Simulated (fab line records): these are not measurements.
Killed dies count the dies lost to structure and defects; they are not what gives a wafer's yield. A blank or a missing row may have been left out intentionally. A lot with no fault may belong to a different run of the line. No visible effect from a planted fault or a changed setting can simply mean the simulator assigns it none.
Matching of chambers    flow nand harc    NHARC_A_STAIRCASE_ETCH_253 on rie diel-09: 4 sister chambers
The step etches the open film in C4F8/O2, target depth 50 nm, time 20.2 s. 7 wafers are shown with their chamber, then 7 later ones without.

== WAFERS, EACH WITH ITS CHAMBER ==
wafer   chamber  rf vpp V (V)  rf fwd power W (W)
L077.2  2        888           588
L078.6  3        896           592
L083.6  1        893           581
L082.2  3        897           595
L082.5  0        895           588
L084.4  1        892           588
L084.5  0        896           586

== WAFERS WITH NO CHAMBER GIVEN ==
wafer   rf vpp V (V)  rf fwd power W (W)
L084.6  896           591
L086.3  894           587
L086.4  888           589
L086.5  893           585
L089.2  894           586
L089.5  895           592
L089.6  889           589

== WHICH CHAMBER EACH ONE RAN IN ==
wafer   from the rows above           in truth
L084.6  can't be placed: 3 or 0       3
L086.3  can't be placed: 0 or 1 or 3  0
L086.4  2                             2
L086.5  1                             1
L089.2  can't be placed: 0 or 1       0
L089.5  can't be placed: 0 or 3       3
L089.6  2                             2
3 of 7 placed correctly. Can't be placed from these rows: 4 (the true chamber is among the candidates in 4). Placed wrongly: 0.
How it was worked out, from the rows above alone: a wafer's distance from a chamber is the root of the sum, over the readings, of the square of ((its reading less the chamber's mean) divided by the reading's scatter). The wafer belongs to the nearest chamber; if the next one is less than 2 further off, it can't be placed. Each chamber's mean is taken over the wafers shown for it. The scatter is the square root of a quotient: the sum, over the shown wafers, of each reading's squared deviation from its chamber's mean, divided by wafers minus chambers.
